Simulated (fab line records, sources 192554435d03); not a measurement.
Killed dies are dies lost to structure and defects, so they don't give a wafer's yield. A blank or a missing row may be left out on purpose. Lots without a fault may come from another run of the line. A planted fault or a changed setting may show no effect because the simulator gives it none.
One fault seen from 2 desks | flow n5_finfet | each desk has only its own numbers; what lay behind them comes last

THE METROLOGY DESK
What the gauges read, lot by lot, whatever tool the lot ran on: means of the sampled wafers that have a number. A lot is out of limits, marked OUT, if its mean lies more than 4 standard deviations from the usual mean; the brackets give that distance.
Columns: A = M7_RS at N5_BEOL_M7_RS_MEAS_57, usual 0.288 ohm/sq
lot  | first seen here | A
L621 | day 9 11:55     | 0.280
L620 | day 9 13:58     | 0.286
L626 | day 10 10:33    | 0.288
L625 | day 10 11:32    | 0.290
L629 | day 11 08:51    | 0.295
L628 | day 11 11:46    | 0.285
L630 | day 11 15:19    | 0.286
L631 | day 11 23:26    | 0.288
L633 | day 12 15:40    | 0.287
L634 | day 13 03:10    | 0.294
L640 | day 14 13:52    | 0.286
L642 | day 14 19:28    | 0.284
This desk's finding: nothing out of limits on any of the 12 lots.

THE TOOL OWNER'S DESK: litho_track-05
The tool's own readings at N5_BEOL_M8_COAT_60 (time 60 s, resist thk 35 nm): means of the sampled wafers that have a number, for each lot that ran on this tool. A lot is out of limits, marked OUT, if its mean lies more than 4 standard deviations from the usual mean; the brackets give that distance.
Columns: A = spin_speed_rpm at N5_BEOL_M8_COAT_60, usual 1499.8 rpm
lot  | first seen here | A
L620 | day 9 15:11     | 1499.7
L626 | day 10 11:40    | 1499.4
L629 | day 11 10:04    | 1500.3
L628 | day 11 13:01    | 1500.8
L630 | day 11 18:55    | 1644.3 (+99 or more) OUT
L631 | day 12 01:11    | 1643.5 (+99 or more) OUT
This desk's finding: out of limits on L630, L631; first on L630, day 11 18:55 (spin_speed_rpm at N5_BEOL_M8_COAT_60). In limits: L620, L626, L629, L628.

PUT TOGETHER
The tool owner's desk could have raised an alarm at day 11 18:55, on L630, L631.
The metrology desk saw nothing out of limits.
The metrology desk has L630, L631 on record, within its limits.
Of the lots named, all ran N5_BEOL_M8_COAT_60 on litho_track-05.

WHAT THE SIMULATOR HAD PUT IN
Process parameter drift: litho_track-05, from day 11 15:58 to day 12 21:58, at N5_BEOL_M8_COAT_60. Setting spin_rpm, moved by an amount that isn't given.
Lots struck among those shown: L630, L631.
Hours from the fault's start to each desk's first reading out of limits: the tool owner's desk, 3.
